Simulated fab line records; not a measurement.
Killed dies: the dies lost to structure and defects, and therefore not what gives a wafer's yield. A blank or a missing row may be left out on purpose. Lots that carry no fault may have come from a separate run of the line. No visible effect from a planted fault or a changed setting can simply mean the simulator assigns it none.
One fault seen from 2 desks + flow n5-finfet + what lay behind the numbers comes last; until then each desk has only its own

THE METROLOGY DESK
Lot by lot, what the gauges showed, no matter which tool ran the lot: averages of those sampled wafers that carry a number. A lot is out of limits, marked OUT, if its mean lies more than 4 standard deviations from the usual mean; the brackets give that distance. Of its 10 readings 7 are shown: those that lie furthest out on some lot.
Columns: A = DIBL_P at N5_BEOL_M4_RC_MEAS_101, usual 36.7 mV/V; B = IOFF_N at N5_BEOL_M4_RC_MEAS_101, usual 0.16 nA/um; C = IOFF_P at N5_BEOL_M4_RC_MEAS_101, usual 0.22 nA/um; D = ION_P at N5_BEOL_M4_RC_MEAS_101, usual 463 uA/um; E = SS_N at N5_BEOL_M4_RC_MEAS_101, usual 71.7 mV/dec; F = VT_N at N5_BEOL_M4_RC_MEAS_101, usual 249 mV; G = VT_P at N5_BEOL_M4_RC_MEAS_101, usual -249 mV
| lot  | first seen here | A    | B    | C    | D   | E    | F   | G    |
|------|-----------------|------|------|------|-----|------|-----|------|
| L281 | day 9 20:22     | 34.7 | 0.14 | 0.16 | 449 | 71.0 | 253 | -256 |
| L290 | day 12 15:23    | 38.0 | 0.19 | 0.26 | 465 | 72.0 | 246 | -247 |
| L291 | day 12 18:11    | 38.0 | 0.16 | 0.22 | 463 | 71.3 | 250 | -250 |
| L294 | day 13 23:39    | 36.8 | 0.17 | 0.27 | 474 | 72.0 | 248 | -244 |
Finding of this desk: none of the 4 lots has anything out of limits.

THE TOOL OWNER'S DESK: litho-track-03
The tool's own readings at N5_BEOL_M2_COAT_68 (time 60 s, resist thk 12 nm): means of the sampled wafers that have a number, for each lot that ran on this tool. A lot is out of limits, marked OUT, if its mean lies more than 4 standard deviations from the usual mean; the brackets give that distance.
Columns: A = chill-plate-temp-C at N5_BEOL_M2_COAT_68, usual 22.99 C; B = spin-speed-rpm at N5_BEOL_M2_COAT_68, usual 1499.9 rpm
| lot  | first seen here | A     | B                        |
|------|-----------------|-------|--------------------------|
| L281 | day 8 12:56     | 22.86 | 1499.5                   |
| L290 | day 10 19:54    | 23.13 | 1688.7 (+99 or more) OUT |
| L291 | day 11 00:06    | 23.09 | 1687.7 (+99 or more) OUT |
This desk's finding: out of limits on L290, L291; first on L290, day 10 19:54 (spin-speed-rpm at N5_BEOL_M2_COAT_68). In limits: L281.

ALL TOGETHER
On L290, L291, at day 10 19:54, an alarm was possible from the tool owner's desk.
Metrology desk: nothing out of limits seen.
The metrology desk has L290, L291 on record, within its limits.
Of the lots named, all ran N5_BEOL_M2_COAT_68 on litho-track-03.

WHAT HAD BEEN PUT IN BY THE SIMULATOR
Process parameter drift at N5_BEOL_M2_COAT_68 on litho-track-03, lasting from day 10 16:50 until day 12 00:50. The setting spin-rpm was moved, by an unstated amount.
Shown lots that were struck: L290, L291.
Each desk's first reading out of limits, in hours after the fault started: the tool owner's desk, 3.
